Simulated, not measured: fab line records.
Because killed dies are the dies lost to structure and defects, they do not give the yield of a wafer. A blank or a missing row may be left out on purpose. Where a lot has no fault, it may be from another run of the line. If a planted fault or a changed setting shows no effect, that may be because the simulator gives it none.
Split-lot study || flow n5_finfet || on a route of 1938 steps: 7 lots, 21 wafers read

== ABOUT THE SPLIT ==
At N5_PASSIVATION_PECVD_53 (deposits SiO2 from TEOS/O2, target thk 800 nm, time 169.4 s), the setting temp_c was moved away from the recipe's 400 C on 11 of the 21 wafers read, by -4.1% to +2.4%. All remaining wafers had this setting at the recipe value.

Reading taken at the split's own step.

== THE READING ==
SiO2_of_PASSIVATION_PECVD_53.thk_nm (the simulator's own value, which no gauge read), in nm, at N5_PASSIVATION_PECVD_53 (deposits SiO2 from TEOS/O2, target thk 800 nm, time 169.4 s). There is no usual value for it anywhere in the file. The 10 wafers here that ran the recipe average 795.0 nm, standard deviation 15 nm.

{"wafer": "L076.1", "tool, chamber at the split": "pecvd-04, 1", "temp_c as run, C": 400, "against the recipe": "recipe", "SiO2_of_PASSIVATION_PECVD_53.thk_nm, nm": 778.4, "against lot-mates on the recipe": "-"}
{"wafer": "L076.3", "tool, chamber at the split": "pecvd-04, 0", "temp_c as run, C": 400, "against the recipe": "recipe", "SiO2_of_PASSIVATION_PECVD_53.thk_nm, nm": 777.8, "against lot-mates on the recipe": "-"}
{"wafer": "L076.6", "tool, chamber at the split": "pecvd-04, 1", "temp_c as run, C": 390.6, "against the recipe": "-2.3%", "SiO2_of_PASSIVATION_PECVD_53.thk_nm, nm": 845.6, "against lot-mates on the recipe": "+67.5"}
{"wafer": "L075.1", "tool, chamber at the split": "pecvd-02, 0", "temp_c as run, C": 400, "against the recipe": "recipe", "SiO2_of_PASSIVATION_PECVD_53.thk_nm, nm": 780.2, "against lot-mates on the recipe": "-"}
{"wafer": "L075.2", "tool, chamber at the split": "pecvd-02, 1", "temp_c as run, C": 409.7, "against the recipe": "+2.4%", "SiO2_of_PASSIVATION_PECVD_53.thk_nm, nm": 727.2, "against lot-mates on the recipe": -53.0}
{"wafer": "L075.3", "tool, chamber at the split": "pecvd-02, 2", "temp_c as run, C": 409.7, "against the recipe": "+2.4%", "SiO2_of_PASSIVATION_PECVD_53.thk_nm, nm": 743.8, "against lot-mates on the recipe": -36.4}
{"wafer": "L080.1", "tool, chamber at the split": "pecvd-01, 0", "temp_c as run, C": 384.6, "against the recipe": "-3.8%", "SiO2_of_PASSIVATION_PECVD_53.thk_nm, nm": 874.6, "against lot-mates on the recipe": "+60.4"}
{"wafer": "L080.2", "tool, chamber at the split": "pecvd-01, 1", "temp_c as run, C": 384.6, "against the recipe": "-3.8%", "SiO2_of_PASSIVATION_PECVD_53.thk_nm, nm": 865.8, "against lot-mates on the recipe": "+51.6"}
{"wafer": "L080.4", "tool, chamber at the split": "pecvd-01, 2", "temp_c as run, C": 400, "against the recipe": "recipe", "SiO2_of_PASSIVATION_PECVD_53.thk_nm, nm": 814.2, "against lot-mates on the recipe": "-"}
{"wafer": "L082.1", "tool, chamber at the split": "pecvd-04, 2", "temp_c as run, C": 400, "against the recipe": "recipe", "SiO2_of_PASSIVATION_PECVD_53.thk_nm, nm": 793.8, "against lot-mates on the recipe": "-"}
{"wafer": "L082.3", "tool, chamber at the split": "pecvd-04, 0", "temp_c as run, C": 384.3, "against the recipe": "-3.9%", "SiO2_of_PASSIVATION_PECVD_53.thk_nm, nm": 871.4, "against lot-mates on the recipe": "+77.6"}
{"wafer": "L082.5", "tool, chamber at the split": "pecvd-04, 1", "temp_c as run, C": 384.3, "against the recipe": "-3.9%", "SiO2_of_PASSIVATION_PECVD_53.thk_nm, nm": 896.4, "against lot-mates on the recipe": "+102.6"}
{"wafer": "L088.3", "tool, chamber at the split": "pecvd-02, 0", "temp_c as run, C": 400, "against the recipe": "recipe", "SiO2_of_PASSIVATION_PECVD_53.thk_nm, nm": 780.6, "against lot-mates on the recipe": "-"}
{"wafer": "L088.4", "tool, chamber at the split": "pecvd-02, 2", "temp_c as run, C": 395.1, "against the recipe": "-1.2%", "SiO2_of_PASSIVATION_PECVD_53.thk_nm, nm": 822, "against lot-mates on the recipe": "+41.4"}
{"wafer": "L088.6", "tool, chamber at the split": "pecvd-02, 0", "temp_c as run, C": 395.1, "against the recipe": "-1.2%", "SiO2_of_PASSIVATION_PECVD_53.thk_nm, nm": 815.8, "against lot-mates on the recipe": "+35.2"}
{"wafer": "L094.2", "tool, chamber at the split": "pecvd-02, 0", "temp_c as run, C": 400, "against the recipe": "recipe", "SiO2_of_PASSIVATION_PECVD_53.thk_nm, nm": 791.2, "against lot-mates on the recipe": "-"}
{"wafer": "L094.4", "tool, chamber at the split": "pecvd-02, 2", "temp_c as run, C": 400, "against the recipe": "recipe", "SiO2_of_PASSIVATION_PECVD_53.thk_nm, nm": 818.2, "against lot-mates on the recipe": "-"}
{"wafer": "L094.6", "tool, chamber at the split": "pecvd-02, 0", "temp_c as run, C": 400, "against the recipe": "recipe", "SiO2_of_PASSIVATION_PECVD_53.thk_nm, nm": 806, "against lot-mates on the recipe": "-"}
{"wafer": "L096.2", "tool, chamber at the split": "pecvd-02, 0", "temp_c as run, C": 383.6, "against the recipe": "-4.1%", "SiO2_of_PASSIVATION_PECVD_53.thk_nm, nm": 875, "against lot-mates on the recipe": "+65.8"}
{"wafer": "L096.4", "tool, chamber at the split": "pecvd-02, 1", "temp_c as run, C": 383.6, "against the recipe": "-4.1%", "SiO2_of_PASSIVATION_PECVD_53.thk_nm, nm": 888, "against lot-mates on the recipe": "+78.8"}
{"wafer": "L096.6", "tool, chamber at the split": "pecvd-02, 2", "temp_c as run, C": 400, "against the recipe": "recipe", "SiO2_of_PASSIVATION_PECVD_53.thk_nm, nm": 809.2, "against lot-mates on the recipe": "-"}

THE FIT
A straight line over all 21 wafers: SiO2_of_PASSIVATION_PECVD_53.thk_nm changes by -21.8 nm for each +1% of temp_c; r = -0.97; the points scatter about the line by 13 nm.
The same after taking each lot's own level away (the mean of its wafers on the recipe; 21 wafers): -18.8 nm for each +1%; r = -0.95; scatter 13 nm.
That fit puts the effect of the largest move of temp_c on the reading at 77 nm.
From 778.10 to 814.20 nm: that is the span of the lots' own levels, equal to 2.4 times the standard deviation above.
So the lot-to-lot level changes the slope: the two fits differ.
Check: +81.6 nm against its lot-mates is what the line predicts for one of the wafers moved furthest among these (-4.1%) when that wafer is left out of the fit. It came out at +65.8 nm against them.

== THE OTHER SPLITS THESE WAFERS WENT THROUGH ==
These wafers also went through other splits before the reading. Each is held against what the fit with the lots' levels taken away leaves over:
{"other split on the same wafers": "N5_BEOL_M15_EXPOSE_25 dose_mj", "wafers away from the commonest value": 7, "r with SiO2_of_PASSIVATION_PECVD_53.thk_nm (lot level and that fit taken away)": -0.09}
{"other split on the same wafers": "N5_MIM_TOP_LITHO_EXPOSE_05 dose_mj", "wafers away from the commonest value": 7, "r with SiO2_of_PASSIVATION_PECVD_53.thk_nm (lot level and that fit taken away)": -0.01}
{"other split on the same wafers": "N5_MIM_TOP_LITHO_DEVELOP_07 develop_time_s", "wafers away from the commonest value": 4, "r with SiO2_of_PASSIVATION_PECVD_53.thk_nm (lot level and that fit taken away)": -0.10}

== FILE'S OWN FIT ==
SiO2_of_PASSIVATION_PECVD_53.thk_nm changes by -19.7 nm for each +1% of temp_c, r = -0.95.
